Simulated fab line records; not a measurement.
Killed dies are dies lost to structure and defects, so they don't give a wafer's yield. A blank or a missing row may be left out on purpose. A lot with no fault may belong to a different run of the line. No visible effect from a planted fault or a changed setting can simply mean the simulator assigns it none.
Chamber matching :: flow n5 finfet :: 4 sister chambers for N5_FIN_SAQP_ETCH_67 on rie diel-05
The step etches SiNx in CH3F/O2, target depth 30 nm. 7 wafers are shown with their chamber, then 7 later ones without.

## EACH WAFER AND ITS CHAMBER
wafer: L074.5
chamber: 1
showerhead plenum p Torr (Torr): 2.13
rf vpp V (V): 312

wafer: L081.6
chamber: 1
showerhead plenum p Torr (Torr): 2.12
rf vpp V (V): 313

wafer: L087.2
chamber: 0
showerhead plenum p Torr (Torr): 1.98
rf vpp V (V): 295

wafer: L087.4
chamber: 2
showerhead plenum p Torr (Torr): 2.09
rf vpp V (V): 308

wafer: L087.5
chamber: 0
showerhead plenum p Torr (Torr): 1.98
rf vpp V (V): 293

wafer: L090.2
chamber: 3
showerhead plenum p Torr (Torr): 1.96
rf vpp V (V): 318

wafer: L090.3
chamber: 2
showerhead plenum p Torr (Torr): 2.09
rf vpp V (V): 308

## WAFERS WITH NO CHAMBER GIVEN
wafer: L090.6
showerhead plenum p Torr (Torr): 1.97
rf vpp V (V): 295

wafer: L092.1
showerhead plenum p Torr (Torr): 2.09
rf vpp V (V): 309

wafer: L092.4
showerhead plenum p Torr (Torr): 1.97
rf vpp V (V): 293

wafer: L092.5
showerhead plenum p Torr (Torr): 2.09
rf vpp V (V): 308

wafer: L097.2
showerhead plenum p Torr (Torr): 1.96
rf vpp V (V): 319

wafer: L097.3
showerhead plenum p Torr (Torr): 2.08
rf vpp V (V): 307

wafer: L097.5
showerhead plenum p Torr (Torr): 1.97
rf vpp V (V): 295

## CHAMBER TAKEN BY EACH
wafer: L090.6
from the rows above: 0
in truth: 0

wafer: L092.1
from the rows above: 2
in truth: 2

wafer: L092.4
from the rows above: 0
in truth: 0

wafer: L092.5
from the rows above: 2
in truth: 2

wafer: L097.2
from the rows above: 3
in truth: 3

wafer: L097.3
from the rows above: 2
in truth: 2

wafer: L097.5
from the rows above: 0
in truth: 0
Placed correctly: 7 of 7. Not placeable from these rows: 0. 0 placed wrongly.
How it was worked out, from the rows above alone: a wafer's distance from a chamber is the root of the sum, over the readings, of the square of ((its reading less the chamber's mean) divided by the reading's scatter). If the next closest chamber is less than 2 further off than the closest, the wafer can't be placed; otherwise it belongs to the closest. Each chamber's mean is taken over the wafers shown for it. The scatter: take each reading less its chamber's mean, square it, sum over the shown wafers, divide by the number of wafers less the number of chambers, and take the root.
